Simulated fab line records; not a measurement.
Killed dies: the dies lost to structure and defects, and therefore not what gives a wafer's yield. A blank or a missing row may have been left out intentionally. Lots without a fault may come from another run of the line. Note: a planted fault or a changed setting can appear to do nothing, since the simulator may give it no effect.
Which tool is to blame?    flow nand harc    7 lots, 21 wafers sampled, at 5 steps of a route of 1159

WHAT THE GAUGES SHOWED, per wafer
NHARC_P_M1_THK_MEAS_24: measures by xrf.
lot   measured      on             thk nm (nm)
L556  day 6 14:02   film metro-02  159.7 158.4 159.6
L558  day 6 21:38   film metro-02  155.7 158.7 157.3
L563  day 8 10:34   film metro-01  158.3 156.7 157.8
L565  day 8 16:39   film metro-01  157.7 157.1 157.9
L568  day 9 12:50   film metro-02  155.9 158.2 160.8
L571  day 10 05:38  film metro-01  158.7 157.4 158.3
L577  day 11 12:47  film metro-01  157.2 159.6 161.5

EACH LOT AND THE TOOL THAT RAN IT (in order: tool; ch and the chambers of the sampled wafers; start)
lot   NHARC_P_M1_PRE_CLEAN_30                  NHARC_P_M1_PVD_21                        NHARC_P_M1_ECD_22               NHARC_P_M1_CMP_23
L556  pvd sputter-03, day 6 13:00 or earlier   pvd sputter-03, day 6 13:00 or earlier   ecd cu-01 ch 0,1, day 6 13:00   cmp-02 ch 1,2,3, day 6 13:43
L558  pvd sputter-03, day 6 20:37 or earlier   pvd sputter-03, day 6 20:37 or earlier   ecd cu-02 ch 0,1, day 6 20:37   cmp-02 ch 1,2,3, day 6 21:22
L563  pvd sputter-01, day 8 09:32 or earlier   pvd sputter-01, day 8 09:32 or earlier   ecd cu-02 ch 0,1, day 8 09:32   cmp-03 ch 0,1,3, day 8 10:20
L565  pvd sputter-03, day 8 15:43 or earlier   pvd sputter-03, day 8 15:43 or earlier   ecd cu-01 ch 0,1, day 8 15:43   cmp-03 ch 0,2,3, day 8 16:25
L568  pvd sputter-03, day 9 11:51 or earlier   pvd sputter-03, day 9 11:51 or earlier   ecd cu-02 ch 0,1, day 9 11:51   cmp-02 ch 0,3, day 9 12:32
L571  pvd sputter-01, day 10 04:36 or earlier  pvd sputter-01, day 10 04:36 or earlier  ecd cu-02 ch 0,1, day 10 04:36  cmp-02 ch 1,2, day 10 05:20
L577  pvd sputter-02, day 11 11:44 or earlier  pvd sputter-02, day 11 11:44 or earlier  ecd cu-02 ch 0,1, day 11 11:44  cmp-01 ch 0,1, day 11 12:29
- NHARC_P_M1_PRE_CLEAN_30: time 30 s.
- NHARC_P_M1_PVD_21: deposits Cu, target thk 30 nm, time 20.49 s.
- NHARC_P_M1_ECD_22: material Cu, target thk 400 nm.
- NHARC_P_M1_CMP_23: polishes, t overpolish 20 s, target thk 157.82 nm.

THE ANSWER, worked out from the rows above alone
Rule: what is usual is taken from the lots themselves. Put in order of their means at a reading, lots are off if they are a third of the lots or fewer, leave a main group of 4 or more, and stand apart from it by a gap of 3 or more times the standard deviation of the main group's means; of several such gaps the widest counts. If all means in a main group match to the digits the tables above print for the reading, that group is not used. Also off: a lot with no number at a reading for which 4 or more lots have one. All remaining lots with rows at the step are treated as sound.
No lot is off on any of the readings shown, so nothing can be concluded from this.

WHAT THE SIMULATOR PUT IN
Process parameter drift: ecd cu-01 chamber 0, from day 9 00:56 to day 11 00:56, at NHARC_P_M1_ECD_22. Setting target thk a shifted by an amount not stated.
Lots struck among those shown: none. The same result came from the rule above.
